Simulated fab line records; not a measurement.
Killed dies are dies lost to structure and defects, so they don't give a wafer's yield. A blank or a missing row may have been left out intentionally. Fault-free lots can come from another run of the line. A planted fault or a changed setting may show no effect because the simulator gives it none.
Matching of chambers + flow n5Finfet + N5_WELL_APT_DESCUM_13 on rieDiel-03 has 4 sister chambers
The step chemistry O2, time 7.9 s. 4 wafers are shown with their chamber, then 8 later ones without.

== WAFERS, EACH WITH ITS CHAMBER ==
| wafer  | chamber | drypumpMotorCurrentA (A) |
|--------|---------|--------------------------|
| L084.5 | 1       | 6.7                      |
| L086.1 | 0       | 5.5                      |
| L086.4 | 3       | 5.6                      |
| L088.1 | 2       | 5.9                      |

== WAFERS MISSING THEIR CHAMBER ==
| wafer  | drypumpMotorCurrentA (A) |
|--------|--------------------------|
| L088.2 | 5.5                      |
| L088.6 | 6.0                      |
| L090.3 | 5.9                      |
| L090.4 | 5.6                      |
| L090.6 | 5.5                      |
| L097.2 | 6.7                      |
| L097.3 | 5.9                      |
| L097.6 | 6.8                      |

== WHICH CHAMBER EACH WENT THROUGH ==
| wafer  | from the rows above | in truth |
|--------|---------------------|----------|
| L088.2 | 0                   | 0        |
| L088.6 | 2                   | 2        |
| L090.3 | 2                   | 2        |
| L090.4 | 3                   | 3        |
| L090.6 | 0                   | 0        |
| L097.2 | 1                   | 1        |
| L097.3 | 2                   | 2        |
| L097.6 | 1                   | 1        |
Correct placement for 8 of the 8. From these rows, 0 cannot be placed. Placed wrongly: 0.
How it was worked out, from the rows above alone: a wafer's distance from a chamber is the root of the sum, over the readings, of the square of ((its reading less the chamber's mean) divided by the reading's scatter). The wafer belongs to the nearest chamber; if the next one is less than 2 further off, it can't be placed. For every chamber, the mean is computed from those of its wafers that are shown. The scatter: with one shown wafer a chamber, the root of the mean of the squares of how far each hidden wafer lies from its nearest shown one.
